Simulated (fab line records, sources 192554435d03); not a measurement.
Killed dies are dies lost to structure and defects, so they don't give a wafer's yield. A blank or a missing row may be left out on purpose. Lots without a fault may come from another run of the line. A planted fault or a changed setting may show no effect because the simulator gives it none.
One fault seen from 2 desks | flow n5_finfet | each desk has only its own numbers; what lay behind them comes last

THE TOOL OWNER'S DESK: litho_track-01
The tool's own readings at N5_MOL_CONTACT_COAG_COAT_76 (time 60 s, resist thk 10 nm): means of the sampled wafers that have a number, for each lot that ran on this tool. A lot is out of limits, marked OUT, if its mean lies more than 4 standard deviations from the usual mean; the brackets give that distance.
Columns: A = spin_speed_rpm at N5_MOL_CONTACT_COAG_COAT_76, usual 1499.9 rpm
lot  | first seen here | A
L974 | day 5 10:34     | 1501.5
L979 | day 6 20:53     | 1426.1 (-76) OUT
L981 | day 7 10:03     | 1426.0 (-76) OUT
This desk's finding: out of limits on L979, L981; first on L979, day 6 20:53 (spin_speed_rpm at N5_MOL_CONTACT_COAG_COAT_76). In limits: L974.

THE METROLOGY DESK
What the gauges read, lot by lot, whatever tool the lot ran on: means of the sampled wafers that have a number. A lot is out of limits, marked OUT, if its mean lies more than 4 standard deviations from the usual mean; the brackets give that distance. Of its 10 readings 7 are shown: those that lie furthest out on some lot.
Columns: A = DIBL_N at N5_BEOL_M4_RC_MEAS_101, usual 36.4 mV/V; B = ION_N at N5_BEOL_M4_RC_MEAS_101, usual 673 uA/um; C = ION_P at N5_BEOL_M4_RC_MEAS_101, usual 461 uA/um; D = SS_N at N5_BEOL_M4_RC_MEAS_101, usual 71.6 mV/dec; E = SS_P at N5_BEOL_M4_RC_MEAS_101, usual 73.3 mV/dec; F = VT_N at N5_BEOL_M4_RC_MEAS_101, usual 249.4 mV; G = VT_P at N5_BEOL_M4_RC_MEAS_101, usual -250 mV
lot  | first seen here | A    | B   | C   | D    | E    | F     | G
L974 | day 8 07:29     | 36.7 | 668 | 462 | 72.0 | 73.5 | 249.1 | -248
L979 | day 9 17:41     | 35.0 | 664 | 457 | 72.0 | 73.2 | 252.8 | -251
L981 | day 10 08:56    | 35.2 | 666 | 454 | 71.4 | 73.1 | 251.3 | -253
L991 | day 12 19:11    | 36.9 | 677 | 460 | 71.4 | 73.7 | 251.6 | -252
This desk's finding: nothing out of limits on any of the 4 lots.

PUT TOGETHER
The tool owner's desk could have raised an alarm at day 6 20:53, on L979, L981.
The metrology desk saw nothing out of limits.
The metrology desk has L979, L981 on record, within its limits.
Of the lots named, all ran N5_MOL_CONTACT_COAG_COAT_76 on litho_track-01.

WHAT THE SIMULATOR HAD PUT IN
Process parameter drift: litho_track-01, from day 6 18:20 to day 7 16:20, at N5_MOL_CONTACT_COAG_COAT_76. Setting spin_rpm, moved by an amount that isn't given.
Lots struck among those shown: L979, L981.
Hours from the fault's start to each desk's first reading out of limits: the tool owner's desk, 3.
